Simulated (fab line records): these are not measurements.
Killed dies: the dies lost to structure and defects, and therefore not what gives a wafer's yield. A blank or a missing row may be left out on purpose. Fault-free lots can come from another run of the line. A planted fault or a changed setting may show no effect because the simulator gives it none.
Struck lot and sound lot, side by side ; flow n5-finfet ; 17 steps out of a route of 1938
Sound: the wafers L261.2, L261.4, L261.5. Wafers L259.2, L259.3, L259.6 were the ones struck. The cause is given at the end.
For every step that has rows: the tool of each side, followed by ch and its chambers, followed by its first start. Under that, the readings that differ: sound wafers ; struck wafers ; difference of the means ; sigmas: that difference in standard deviations of wafers without a fault.
alike: words and numbers the same on both sides, and readings whose means are apart by under 2 such deviations; not compared: readings that were withheld, readings missing a value for some wafer, numbers with overlapping values and no deviation given by the record, and bounds like >300 which may hide the same value.
The two part at a step that has a row with sigmas, a row that says differs or no value, or rows on one side only. When numbers do not overlap yet have no deviation, they are printed without sigmas and do not part them. A reading that every wafer of one side lacks parts them only if that side has two wafers or more.

first, 1 step without rows for these wafers: N5_BEOL_M1_ANNEAL_82 (time 240 s).
N5_BEOL_M1_SPUTTER_86: material Cu, target thk 4.5 nm, time 8.29 s.
  sound on pvd-sputter-01 at day 11 18:03; struck on pvd-sputter-02 at day 11 03:14
  alike: throttle-valve-pct
then, 1 step without rows for these wafers: N5_BEOL_M1_ANNEAL_87 (time 240 s).
N5_BEOL_M1_SPUTTER_88: material Cu, target thk 4.5 nm, time 8.29 s.
  sound on pvd-sputter-01 at day 11 18:16; struck on pvd-sputter-02 at day 11 03:28
  alike: throttle-valve-pct
N5_BEOL_M1_ANNEAL_89: time 240 s.
  sound on pvd-sputter-01 at day 11 18:21; struck on pvd-sputter-02 at day 11 03:32
  alike: heater-power-w
N5_BEOL_M1_SPUTTER_90: material Cu, target thk 4.5 nm, time 8.29 s.
  sound on pvd-sputter-01 at day 11 18:29; struck on pvd-sputter-02 at day 11 03:41
  alike: throttle-valve-pct
then, 1 step without rows for these wafers: N5_BEOL_M1_ANNEAL_91 (time 240 s).
N5_BEOL_M1_SPUTTER_92: material Cu, target thk 4.5 nm, time 8.29 s.
  sound on pvd-sputter-01 at day 11 18:43; struck on pvd-sputter-02 at day 11 03:54
  alike: throttle-valve-pct
then, 4 steps without rows for these wafers: N5_BEOL_M1_ANNEAL_93 (time 240 s); N5_BEOL_M1_SPUTTER_94 (material Cu, target thk 4.5 nm, time 8.29 s); N5_BEOL_M1_ANNEAL_95 (time 240 s); N5_BEOL_M1_SPUTTER_96 (material Cu, target thk 4.5 nm, time 8.29 s).
N5_BEOL_M1_ECD_50: material Cu, target thk 300 nm.
  sound on ecd-cu-01 ch 0,1, day 11 19:16; struck on ecd-cu-01 ch 0,1, day 11 04:28
then, 1 step without rows for these wafers: N5_BEOL_M1_ANNEAL_51 (time 90 s).
N5_BEOL_M1_CMP_52: polishes, stops on SiOC, t overpolish 6.8 s, target thk 40 nm.
  sound on cmp-04 ch 0,1,2, day 11 19:43; struck on cmp-01 ch 0,1,2, day 11 04:55
reading;sound;struck;difference;sigmas
time-to-endpoint-s (s);60.5 60.1 60.8;0.9 0.0 0.0;-60.2;-21
  alike: motor-current-A
N5_BEOL_M4_RC_MEAS_101:
  the record has rows for the sound wafers here (prober-01 ch 0, day 13 02:25) and none for the struck ones
-- record jumps: 6 days separate the struck wafers' starts on either side; left off in module BEOL_M4, taken up again in module PASSIVATION, whose first shown step is the route's number 1936 --
N5_PASSIVATION_PROBE_49:
  the record has rows for the struck wafers here (prober-02, day 17 03:52) and none for the sound ones

== WHERE THEY PART ==
Last at N5_PASSIVATION_PROBE_49 as far as this record goes, first at N5_BEOL_M1_CMP_52.

WHY: what the simulator had put in
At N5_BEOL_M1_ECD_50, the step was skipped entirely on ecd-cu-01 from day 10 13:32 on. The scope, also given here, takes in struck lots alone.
